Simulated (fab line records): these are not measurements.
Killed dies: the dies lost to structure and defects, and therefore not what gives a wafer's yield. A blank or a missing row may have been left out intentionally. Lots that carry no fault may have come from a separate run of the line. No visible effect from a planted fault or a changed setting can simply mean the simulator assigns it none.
Chamber matching -- flow n5 finfet -- N5_BEOL_M11_CURE_71 on uv cure-02 has 3 sister chambers
The step cures SiCOH lowk, time 240 s. 14 wafers are shown with their chamber, then 7 later ones without.

## WAFERS PAIRED WITH THEIR CHAMBERS
wafer,chamber,wafer_temp_C_max,lamp power pct (%)
L076.1,2,387.4,52.18
L076.4,2,386.8,52.29
L076.6,2,387.0,52.30
L077.2,0,386.5,52.34
L077.3,0,386.6,52.39
L077.4,0,386.4,52.27
L082.2,2,386.0,52.40
L082.3,2,387.2,52.34
L082.6,2,387.4,52.38
L086.2,2,387.0,52.35
L086.4,2,387.0,52.34
L086.6,2,387.5,52.36
L088.1,1,385.9,52.34
L088.2,1,386.2,52.29

SIGNATURES, as means of the wafers listed above
reading,chamber 0,chamber 1,chamber 2,scatter within a chamber
wafer_temp_C_max,386.500,386.050,387.033,0.394
lamp power pct,52.3333,52.3150,52.3267,0.062
Rule: a wafer lies at a distance from a chamber equal to the root of the sum of squares, over the readings, of (its reading less the chamber's mean, divided by the reading's scatter). The wafer belongs to the nearest chamber; if the next one is less than 2 further off, it can't be placed. The scatter: the root of (the sum of the squares of (reading less its chamber's mean) over the shown wafers, divided by (wafers less chambers)).

## WAFERS WHOSE CHAMBER IS MISSING
wafer,wafer_temp_C_max,lamp power pct (%)
L088.3,386.3,52.24
L087.1,386.2,52.29
L087.2,386.3,52.31
L087.3,386.6,52.34
L092.2,386.0,52.26
L092.4,385.9,52.30
L092.6,385.3,52.27

## THE CHAMBER EACH PASSED THROUGH
wafer,from the rows above,in truth
L088.3,can't be placed: 1 or 0 or 2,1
L087.1,can't be placed: 1 or 0 or 2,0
L087.2,can't be placed: 0 or 1 or 2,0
L087.3,can't be placed: 0 or 2 or 1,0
L092.2,can't be placed: 1 or 0 or 2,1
L092.4,can't be placed: 1 or 0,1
L092.6,can't be placed: 1 or 0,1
Correct placement for 0 of the 7. Cannot be placed on the basis of these rows: 7; the candidates contain the true chamber in 7. Placed wrongly: 0.
